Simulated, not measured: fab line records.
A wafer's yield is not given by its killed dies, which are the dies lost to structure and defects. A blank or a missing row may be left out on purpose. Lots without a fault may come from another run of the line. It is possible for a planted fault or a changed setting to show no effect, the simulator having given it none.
Which tool was responsible?	flow n5 finfet	24 lots with 72 wafers sampled at 6 steps, on a route of 1938 steps

## WHAT EACH GAUGE READ, for each wafer
N5_BEOL_M1_INSPECT_59: inspects for defects (darkfield).
lot	measured	on	raw defect count
L074	day 6 20:38	defect inspect-02	96 141 57
L075	day 7 05:26	defect inspect-02	50 156 102
L076	day 7 10:56	defect inspect-02	62 61 114
L078	day 7 11:47	defect inspect-01	73 66 76
L077	day 7 21:23	defect inspect-02	83 76 117
L079	day 7 21:41	defect inspect-01	165 79 127
L080	day 8 00:44	defect inspect-02	86 54 60
L081	day 8 13:48	defect inspect-01	66 43 67
L082	day 8 19:58	defect inspect-01	65 62 69
L083	day 9 08:28	defect inspect-02	65 100 62
L084	day 9 09:53	defect inspect-01	56 66 36
L085	day 9 11:18	defect inspect-02	148 86 96
L086	day 9 18:19	defect inspect-02	70 68 44
L087	day 10 04:12	defect inspect-01	39 40 43
L089	day 10 05:09	defect inspect-01	36 61 41
L088	day 10 12:00	defect inspect-02	97 76 64
L090	day 10 20:40	defect inspect-02	68 108 79
L091	day 11 03:46	defect inspect-01	83 160 66
L092	day 11 09:15	defect inspect-01	56 77 82
L093	day 11 10:40	defect inspect-01	70 50 66
L094	day 11 22:40	defect inspect-01	24 58 52
L095	day 12 03:35	defect inspect-02	62 40 50
L096	day 12 06:18	defect inspect-02	67 59 100
L097	day 12 13:06	defect inspect-02	90 59 75

## EACH LOT AND THE TOOL THAT RAN IT (in order: tool; ch and the chambers of the sampled wafers; start)
lot	N5_BEOL_M1_STRIP_19	N5_BEOL_M1_STRIP_36	N5_BEOL_M1_ANNEAL_87	N5_BEOL_M1_ANNEAL_89	N5_BEOL_M1_ANNEAL_51
L074	rie diel-02 ch 2,3, day 6 10:04	rie diel-02 ch 0,2, day 6 14:32	pvd sputter-01, day 6 18:32	pvd sputter-01, day 6 18:46	rtp anneal-01 ch 0, day 6 19:45
L075	rie diel-02 ch 0,2,3, day 6 13:41	rie diel-02 ch 0,3, day 7 01:07	pvd sputter-01, day 7 03:20	pvd sputter-01, day 7 03:34	rtp anneal-02 ch 0, day 7 04:33
L076	rie diel-01 ch 1,2, day 6 19:42	rie diel-02 ch 0,2, day 7 06:52	pvd sputter-01, day 7 08:50	pvd sputter-01, day 7 09:04	rtp anneal-02 ch 0, day 7 10:03
L078	rie diel-06 ch 0,1,3, day 7 01:40	rie diel-06 ch 0,2,3, day 7 07:02	pvd sputter-02, day 7 09:40	pvd sputter-02, day 7 09:53	rtp anneal-01 ch 0, day 7 10:57
L077	rie diel-02 ch 0,2, day 7 05:58	rie diel-01 ch 2,3, day 7 17:08	pvd sputter-03, day 7 19:17	pvd sputter-03, day 7 19:31	rtp anneal-01 ch 0, day 7 20:33
L079	rie diel-02 ch 0,1,2, day 7 12:07	rie diel-06 ch 2,3, day 7 17:08	pvd sputter-02, day 7 19:35	pvd sputter-02, day 7 19:49	rtp anneal-02 ch 0, day 7 20:53
L080	rie diel-06 ch 0,1,3, day 7 12:40	rie diel-06 ch 1,2,3, day 7 20:29	pvd sputter-03, day 7 22:26	pvd sputter-03, day 7 22:39	rtp anneal-01 ch 0, day 7 23:54
L081	rie diel-06 ch 0,1,2, day 7 21:41	rie diel-02 ch 2,3, day 8 09:39	pvd sputter-03, day 8 11:43	pvd sputter-03, day 8 11:56	rtp anneal-01 ch 0, day 8 13:01
L082	rie diel-02 ch 1,2, day 8 02:41	rie diel-01 ch 1,2, day 8 14:31	pvd sputter-02, day 8 17:40	pvd sputter-02, day 8 17:53	rtp anneal-02 ch 0, day 8 19:04
L083	rie diel-01 ch 1,2,3, day 8 05:19	rie diel-06 ch 0,2,3, day 9 04:14	pvd sputter-02, day 9 06:02	pvd sputter-02, day 9 06:16	rtp anneal-01 ch 0, day 9 07:15
L084	rie diel-02 ch 0,1,2, day 8 14:19	rie diel-01 ch 1,2,3, day 9 04:30	pvd sputter-03, day 9 07:42	pvd sputter-03, day 9 07:55	rtp anneal-02 ch 0, day 9 08:55
L085	rie diel-06 ch 1,2,3, day 8 19:01	rie diel-02 ch 0,2,3, day 9 06:57	pvd sputter-02, day 9 09:12	pvd sputter-02, day 9 09:25	rtp anneal-01 ch 0, day 9 10:25
L086	rie diel-01 ch 0,1,3, day 9 04:55	rie diel-02 ch 1,2,3, day 9 13:41	pvd sputter-01, day 9 16:10	pvd sputter-01, day 9 16:23	rtp anneal-02 ch 0, day 9 17:24
L087	rie diel-01 ch 1,3, day 9 11:12	rie diel-01 ch 0,1,2, day 10 00:01	pvd sputter-01, day 10 02:04	pvd sputter-01, day 10 02:17	rtp anneal-02 ch 0, day 10 03:20
L089	rie diel-06 ch 0,1, day 9 18:50	rie diel-02 ch 0,2,3, day 10 00:08	pvd sputter-03, day 10 02:59	pvd sputter-03, day 10 03:12	rtp anneal-01 ch 0, day 10 04:16
L088	rie diel-01 ch 1,2,3, day 9 21:50	rie diel-02 ch 0,3, day 10 07:27	pvd sputter-02, day 10 09:35	pvd sputter-02, day 10 09:49	rtp anneal-02 ch 0, day 10 10:49
L090	rie diel-01 ch 0,1,2, day 10 06:38	rie diel-02 ch 1,2,3, day 10 16:23	pvd sputter-01, day 10 18:32	pvd sputter-01, day 10 18:46	rtp anneal-02 ch 0, day 10 19:48
L091	rie diel-01 ch 1,2, day 10 09:17	rie diel-01 ch 0,1,2, day 10 23:04	pvd sputter-02, day 11 01:40	pvd sputter-02, day 11 01:53	rtp anneal-01 ch 0, day 11 02:53
L092	rie diel-02 ch 0,1, day 10 18:31	rie diel-06 ch 0,3, day 11 04:40	pvd sputter-03, day 11 06:52	pvd sputter-03, day 11 07:05	rtp anneal-02 ch 0, day 11 08:11
L093	rie diel-06 ch 0,2,3, day 11 00:41	rie diel-02 ch 1,2,3, day 11 04:42	pvd sputter-02, day 11 08:34	pvd sputter-02, day 11 08:47	rtp anneal-01 ch 0, day 11 09:53
L094	rie diel-01 ch 0,1,3, day 11 10:19	rie diel-06 ch 0,2,3, day 11 18:41	pvd sputter-01, day 11 20:35	pvd sputter-01, day 11 20:48	rtp anneal-01 ch 0, day 11 21:48
L095	rie diel-01 ch 1,2,3, day 11 14:26	rie diel-02 ch 0,1,3, day 11 22:08	pvd sputter-03, day 12 00:49	pvd sputter-03, day 12 01:02	rtp anneal-01 ch 0, day 12 02:04
L096	rie diel-06 ch 0,3, day 11 19:14	rie diel-01 ch 0,3, day 11 23:50	pvd sputter-01, day 12 03:31	pvd sputter-01, day 12 03:44	rtp anneal-01 ch 0, day 12 05:24
L097	rie diel-01 ch 0,1,3, day 12 00:41	rie diel-01 ch 1,2,3, day 12 08:04	pvd sputter-01, day 12 10:55	pvd sputter-01, day 12 11:08	rtp anneal-02 ch 0, day 12 12:11
- N5_BEOL_M1_STRIP_19: strips in O2.
- N5_BEOL_M1_STRIP_36: strips in N2/H2.
- N5_BEOL_M1_ANNEAL_87: time 240 s.
- N5_BEOL_M1_ANNEAL_89: time 240 s.
- N5_BEOL_M1_ANNEAL_51: time 90 s.

## AS READ BY THE TOOLS THEMSELVES (means over the sampled wafers that have a number; for cases with no such wafer, the mark the record gives instead)
N5_BEOL_M1_STRIP_19.
lot	tool	drypump motor current A (A)	oes product au (a.u.)	rf vpp V (V)	showerhead plenum p Torr (Torr)	temp c (C)	throttle valve pct (%)
L074	rie diel-02	6.2	0.82	3.9	2.14	39.85	16.68
L075	rie diel-02	5.8	0.83	3.9	2.11	40.02	16.64
L076	rie diel-01	5.7	0.78	3.4	2.08	39.90	16.66
L078	rie diel-06	5.4	0.73	4.0	2.11	39.97	16.81
L077	rie diel-02	5.3	0.83	3.7	2.08	39.95	16.62
L079	rie diel-02	5.6	0.77	3.2	2.09	39.94	16.82
L080	rie diel-06	5.5	0.72	3.5	2.11	39.99	16.83
L081	rie diel-06	5.8	0.72	3.7	2.09	39.89	16.89
L082	rie diel-02	5.9	0.72	3.5	2.13	40.09	16.96
L083	rie diel-01	5.8	0.76	3.5	2.04	39.94	16.64
L084	rie diel-02	5.6	0.77	3.3	2.08	40.14	16.86
L085	rie diel-06	5.7	0.72	3.5	2.12	40.07	16.77
L086	rie diel-01	6.0	0.82	3.4	2.02	39.90	16.47
L087	rie diel-01	5.7	0.75	3.5	2.00	39.93	16.53
L089	rie diel-06	5.5	0.80	3.9	2.09	39.97	16.50
L088	rie diel-01	5.8	0.75	3.6	2.04	39.99	16.66
L090	rie diel-01	5.9	0.82	3.9	2.05	40.01	16.52
L091	rie diel-01	5.6	0.75	3.5	2.02	40.00	16.59
L092	rie diel-02	5.3	0.89	3.8	2.03	39.92	16.61
L093	rie diel-06	5.7	0.78	3.6	2.11	40.01	16.93
L094	rie diel-01	6.0	0.80	4.2	2.02	39.94	16.49
L095	rie diel-01	5.8	0.74	4.0	2.03	39.94	16.69
L096	rie diel-06	5.5	0.84	3.3	2.10	40.01	16.84
L097	rie diel-01	6.0	0.79	3.7	2.01	39.96	16.51

N5_BEOL_M1_STRIP_36.
lot	tool	bias power w (W)	drypump motor current A (A)	oes product au (a.u.)	rf vpp V (V)	showerhead plenum p Torr (Torr)	temp c (C)	throttle valve pct (%)
L074	rie diel-02	7.005	5.7	0.78	57.3	2.59	40.05	23.7
L075	rie diel-02	7.018	5.9	0.87	58.8	2.54	40.01	23.7
L076	rie diel-02	6.982	5.4	0.83	59.3	2.53	40.03	23.6
L078	rie diel-06	7.039	5.7	0.72	59.6	2.54	39.98	23.9
L077	rie diel-01	6.992	6.0	0.77	59.8	2.51	39.91	23.8
L079	rie diel-06	6.991	5.9	0.73	57.8	2.55	40.01	23.9
L080	rie diel-06	7.006	5.6	0.74	59.9	2.56	39.96	23.6
L081	rie diel-02	7.012	6.3	0.80	59.4	2.59	39.96	23.8
L082	rie diel-01	7.011	5.7	0.77	60.1	2.51	40.03	23.8
L083	rie diel-06	6.983	5.7	0.81	57.9	2.53	39.93	23.8
L084	rie diel-01	7.013	5.8	0.75	59.5	2.46	40.10	23.5
L085	rie diel-02	7.001	5.8	0.80	60.0	2.56	39.99	23.7
L086	rie diel-02	6.979	6.0	0.75	59.1	2.57	39.86	23.9
L087	rie diel-01	7.009	5.9	0.81	58.1	2.48	40.00	23.5
L089	rie diel-02	7.011	5.8	0.80	59.6	2.55	39.88	23.7
L088	rie diel-02	7.001	5.9	0.83	59.0	2.53	40.01	23.8
L090	rie diel-02	6.997	6.0	0.85	58.3	2.56	40.00	23.9
L091	rie diel-01	6.996	5.9	0.80	58.7	2.47	40.07	23.5
L092	rie diel-06	7.012	5.3	0.78	57.8	2.57	39.82	23.8
L093	rie diel-02	7.026	6.0	0.84	58.6	2.56	40.08	23.9
L094	rie diel-06	6.972	5.7	0.77	60.1	2.53	40.01	23.8
L095	rie diel-02	7.003	5.7	0.87	59.4	2.50	39.98	23.9
L096	rie diel-01	6.998	6.3	0.84	57.3	2.45	40.00	23.2
L097	rie diel-01	7.025	5.8	0.75	59.3	2.45	39.97	23.6

N5_BEOL_M1_ANNEAL_87.
lot	tool	heater power w (W)	susceptor temp C (C)
L074	pvd sputter-01	863	399.98
L075	pvd sputter-01	841	399.95
L076	pvd sputter-01	895	399.96
L078	pvd sputter-02	751	400.00
L077	pvd sputter-03	756	399.98
L079	pvd sputter-02	779	399.95
L080	pvd sputter-03	753	399.95
L081	pvd sputter-03	760	400.00
L082	pvd sputter-02	828	400.10
L083	pvd sputter-02	795	399.93
L084	pvd sputter-03	763	399.96
L085	pvd sputter-02	845	399.89
L086	pvd sputter-01	882	400.10
L087	pvd sputter-01	950	400.03
L089	pvd sputter-03	764	399.94
L088	pvd sputter-02	800	399.81
L090	pvd sputter-01	908	400.00
L091	pvd sputter-02	735	400.09
L092	pvd sputter-03	732	399.97
L093	pvd sputter-02	757	399.74
L094	pvd sputter-01	974	400.01
L095	pvd sputter-03	765	400.14
L096	pvd sputter-01	926	399.81
L097	pvd sputter-01	886	399.89

N5_BEOL_M1_ANNEAL_89.
lot	tool	heater power w (W)	susceptor temp C (C)
L074	pvd sputter-01	852	399.71
L075	pvd sputter-01	835	400.06
L076	pvd sputter-01	872	400.14
L078	pvd sputter-02	757	399.96
L077	pvd sputter-03	750	399.93
L079	pvd sputter-02	769	399.90
L080	pvd sputter-03	750	400.00
L081	pvd sputter-03	764	399.86
L082	pvd sputter-02	826	399.95
L083	pvd sputter-02	804	399.75
L084	pvd sputter-03	763	400.10
L085	pvd sputter-02	841	399.85
L086	pvd sputter-01	877	399.95
L087	pvd sputter-01	934	399.87
L089	pvd sputter-03	751	400.06
L088	pvd sputter-02	797	400.25
L090	pvd sputter-01	908	399.87
L091	pvd sputter-02	727	399.85
L092	pvd sputter-03	728	400.05
L093	pvd sputter-02	759	400.14
L094	pvd sputter-01	955	400.20
L095	pvd sputter-03	755	399.92
L096	pvd sputter-01	934	400.00
L097	pvd sputter-01	875	400.02

N5_BEOL_M1_ANNEAL_51.
lot	tool	wafer_temp_C_max
L074	rtp anneal-01	226.04
L075	rtp anneal-02	226.39
L076	rtp anneal-02	225.85
L078	rtp anneal-01	225.99
L077	rtp anneal-01	225.82
L079	rtp anneal-02	225.91
L080	rtp anneal-01	226.04
L081	rtp anneal-01	226.33
L082	rtp anneal-02	226.07
L083	rtp anneal-01	225.91
L084	rtp anneal-02	226.09
L085	rtp anneal-01	226.16
L086	rtp anneal-02	225.94
L087	rtp anneal-02	226.23
L089	rtp anneal-01	225.87
L088	rtp anneal-02	226.13
L090	rtp anneal-02	226.25
L091	rtp anneal-01	226.17
L092	rtp anneal-02	225.82
L093	rtp anneal-01	226.07
L094	rtp anneal-01	225.99
L095	rtp anneal-01	226.11
L096	rtp anneal-01	226.25
L097	rtp anneal-02	226.15

## THE ANSWER, worked out from the rows above alone
Rule: the usual values come from the lots themselves. The widest of any qualifying gaps counts: lots, ordered by their means at a reading, are off when they make up no more than a third of the lots, leave a main group of 4 or more, and stand apart from it by 3 or more times the standard deviation of that group's means. A main group whose means are all the same, to the digits that the tables above print for the reading, isn't used. Also off: a lot with no number at a reading for which 4 or more lots have one. All remaining lots with rows at the step are treated as sound. After the gauges, taken in route order, come the tools' own readings; for these a lot's mean is taken, as printed above. At the first step where some lot is off, the reading lying furthest off is the one used; lots without a number count as furthest.
None of the lots is off at any reading shown; this tells nothing.

## WHAT THE SIMULATOR HAD INSERTED
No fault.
